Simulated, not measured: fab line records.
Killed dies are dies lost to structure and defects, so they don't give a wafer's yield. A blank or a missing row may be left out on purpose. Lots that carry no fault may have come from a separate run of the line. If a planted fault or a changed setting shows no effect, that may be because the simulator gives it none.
Matching of chambers | flow n5 finfet | 3 sister chambers for N5_BEOL_M3_ILD_DEP_00 on pecvd-01
The step deposits SiOC from DEMS/O2, target thk 79 nm, time 15.3 s. 3 wafers are shown with their chamber, then 7 later ones without.

== WAFERS WITH THEIR CHAMBER ==
wafer  | chamber | heater power w (W)
L083.4 | 0       | 511
L087.1 | 2       | 545
L087.2 | 1       | 439

== WAFERS WITH NO CHAMBER GIVEN ==
wafer  | heater power w (W)
L087.3 | 479
L093.1 | 490
L093.4 | 610
L093.6 | 487
L092.1 | 472
L092.4 | 521
L092.5 | 476

== WHICH CHAMBER EACH WENT THROUGH ==
wafer  | from the rows above          | in truth
L087.3 | can't be placed: 0 or 1 or 2 | 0
L093.1 | can't be placed: 0 or 1 or 2 | 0
L093.4 | can't be placed: 2 or 0      | 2
L093.6 | can't be placed: 0 or 1 or 2 | 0
L092.1 | can't be placed: 1 or 0 or 2 | 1
L092.4 | can't be placed: 0 or 2      | 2
L092.5 | can't be placed: 0 or 1 or 2 | 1
0 of 7 placed correctly. Not placeable from these rows: 7 (in 7, the candidates include the true chamber). Number placed wrongly: 0.
How it was worked out, from the rows above alone: a wafer's distance from a chamber is the root of the sum, over the readings, of the square of ((its reading less the chamber's mean) divided by the reading's scatter). If the next closest chamber is less than 2 further off than the closest, the wafer can't be placed; otherwise it belongs to the closest. The mean given for a chamber averages the wafers shown for that chamber. The scatter: with one shown wafer a chamber, the root of the mean of the squares of how far each hidden wafer lies from its nearest shown one.
